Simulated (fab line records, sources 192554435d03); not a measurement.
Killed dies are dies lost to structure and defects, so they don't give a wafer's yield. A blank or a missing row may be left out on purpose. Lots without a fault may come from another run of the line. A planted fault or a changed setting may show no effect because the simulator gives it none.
Split-lot experiment | flow n5_finfet | 7 lots, 21 wafers read, on a route of 1938 steps

THE SPLIT
At N5_BEOL_M10_EXPOSE_08 (exposes mask M10), the setting dose_mj was moved away from the recipe's 53.75 on 5 of the 21 wafers read, by -3.8% to +7.2%. The other wafers ran this setting at the recipe's value.

FROM THE SPLIT TO THE READING: what the file shows between them, 15 steps
- N5_BEOL_M10_PEB_09: peb time 60 s
- N5_BEOL_M10_DEVELOP_10: develop time 30 s
- N5_BEOL_M10_CD_MEAS_11: target cd 64.1 nm
- N5_BEOL_M10_DESCUM_16: chemistry O2, time 7.9 s
- N5_BEOL_M10_ETCH_61: etches SiARC in CF4, target depth 39 nm, time 65 s
- N5_BEOL_M10_ETCH_62: etches SOC in N2/H2, target depth 110 nm, overetch 22 nm, time 165 s
- N5_BEOL_M10_STRIP_68: strips in N2/H2
- N5_BEOL_M10_STRIP_67: strips in CF4
- N5_BEOL_M10_HM_OPEN_17: chemistry Cl2/BCl3, target TiN, target depth 20 nm, overetch 6 nm
- N5_BEOL_M10_STRIP_19: strips in O2
- N5_BEOL_M10_CD_MEAS_18: pitch 140 nm, target cd 70 nm
- N5_BEOL_M10_COAT_63: time 60 s, resist thk 100 nm
- N5_BEOL_M10_COAT_64: time 60 s, resist thk 30 nm
- N5_BEOL_M10_PRECLEAN_42: cleans in residue remover, time 60 s
- N5_BEOL_M10_SRD_43: time 30 s

THE READING
cd_nm, in nm, at N5_BEOL_M10_CD_MEAS_35 (target cd 70 nm). Fault-free wafers of this fab line usually give 70.0 nm, standard deviation 0.79 nm.

wafer  | tool, chamber at the split | dose_mj as run | against the recipe | cd_nm, nm | against lot-mates on the recipe
L082.1 | arfi_scanner-01, 0         | 53.75          | recipe             | 70.9      | -
L082.2 | arfi_scanner-01, 0         | 53.75          | recipe             | 70.5      | -
L082.6 | arfi_scanner-01, 0         | 53.75          | recipe             | 70.1      | -
L083.1 | arfi_scanner-01, 0         | 57.64          | +7.2%              | 73.0      | +2.6
L083.4 | arfi_scanner-01, 0         | 53.75          | recipe             | 70.4      | -
L083.6 | arfi_scanner-01, 0         | 57.64          | +7.2%              | 73.8      | +3.4
L087.1 | arfi_scanner-01, 0         | 51.71          | -3.8%              | 68.1      | -2.0
L087.4 | arfi_scanner-01, 0         | 53.75          | recipe             | 70.1      | -
L087.6 | arfi_scanner-01, 0         | 51.71          | -3.8%              | 68.2      | -1.9
L090.2 | arfi_scanner-02, 0         | 53.75          | recipe             | 69.0      | -
L090.3 | arfi_scanner-02, 0         | 53.75          | recipe             | 70.0      | -
L090.5 | arfi_scanner-02, 0         | 53.75          | recipe             | 69.3      | -
L092.1 | arfi_scanner-03, 0         | 53.75          | recipe             | 69.5      | -
L092.3 | arfi_scanner-03, 0         | 53.75          | recipe             | 70.2      | -
L092.5 | arfi_scanner-03, 0         | 53.75          | recipe             | 70.0      | -
L093.3 | arfi_scanner-02, 0         | 53.75          | recipe             | 69.9      | -
L093.4 | arfi_scanner-02, 0         | 53.75          | recipe             | 70.3      | -
L093.6 | arfi_scanner-02, 0         | 53.75          | recipe             | 69.4      | -
L094.1 | arfi_scanner-03, 0         | 51.95          | -3.3%              | 68.9      | -1.5
L094.5 | arfi_scanner-03, 0         | 53.75          | recipe             | 70.4      | -
L094.6 | arfi_scanner-03, 0         | 53.75          | recipe             | 70.4      | -

THE FIT
A straight line over all 21 wafers: cd_nm changes by +0.461 nm for each +1% of dose_mj; r = +0.94; the points scatter about the line by 0.48 nm.
The same after taking each lot's own level away (the mean of its wafers on the recipe; 21 wafers): +0.438 nm for each +1%; r = +0.97; scatter 0.33 nm.
On that fit, the largest move of dose_mj shifts the reading by 3.2 nm.
The lots' own levels span 69.43 to 70.50 nm, that is 1.4 times the standard deviation above.
So the lot-to-lot level changes the slope little: the two slopes agree.
Check: with one of the wafers moved furthest among these (+7.2%) left out of the fit, the line predicts +3.47 nm for it against its lot-mates. It came out at +2.6 nm against them.

OTHER SPLITS ON THESE WAFERS
These wafers also went through other splits before the reading. Each is held against what the fit with the lots' levels taken away leaves over:
other split on the same wafers | wafers away from the commonest value | r with cd_nm (lot level and that fit taken away)
N5_BEOL_M9_EXPOSE_25 dose_mj   | 7                                    | -0.13
N5_BEOL_M10_ILD_DEP_00 time_s  | 9                                    | -0.07

THE WHOLE CHAIN: every reading that the file lists as answering this split, in the file's order
step                   | what it does                                                         | reading                                                                | change (the file's fit)               | r (the file's)
N5_BEOL_M10_CD_MEAS_11 | target cd 64.1 nm                                                    | cd_nm                                                                  | +0.519 nm for each +1% of the setting | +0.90
N5_BEOL_M10_ETCH_61    | etches SiARC in CF4, target depth 39 nm, time 65 s                   | BEOL_M10.cd_offset_nm (the simulator's own value, which no gauge read) | +0.497 nm for each +1% of the setting | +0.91
N5_BEOL_M10_ETCH_62    | etches SOC in N2/H2, target depth 110 nm, overetch 22 nm, time 165 s | BEOL_M10.cd_offset_nm (the simulator's own value, which no gauge read) | +0.483 nm for each +1% of the setting | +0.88
N5_BEOL_M10_CD_MEAS_18 | pitch 140 nm, target cd 70 nm                                        | cd_nm                                                                  | +0.453 nm for each +1% of the setting | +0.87
N5_BEOL_M10_CD_MEAS_35 | target cd 70 nm                                                      | cd_nm                                                                  | +0.437 nm for each +1% of the setting | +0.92

THE FILE'S OWN FIT
cd_nm changes by +0.437 nm for each +1% of dose_mj, r = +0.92.
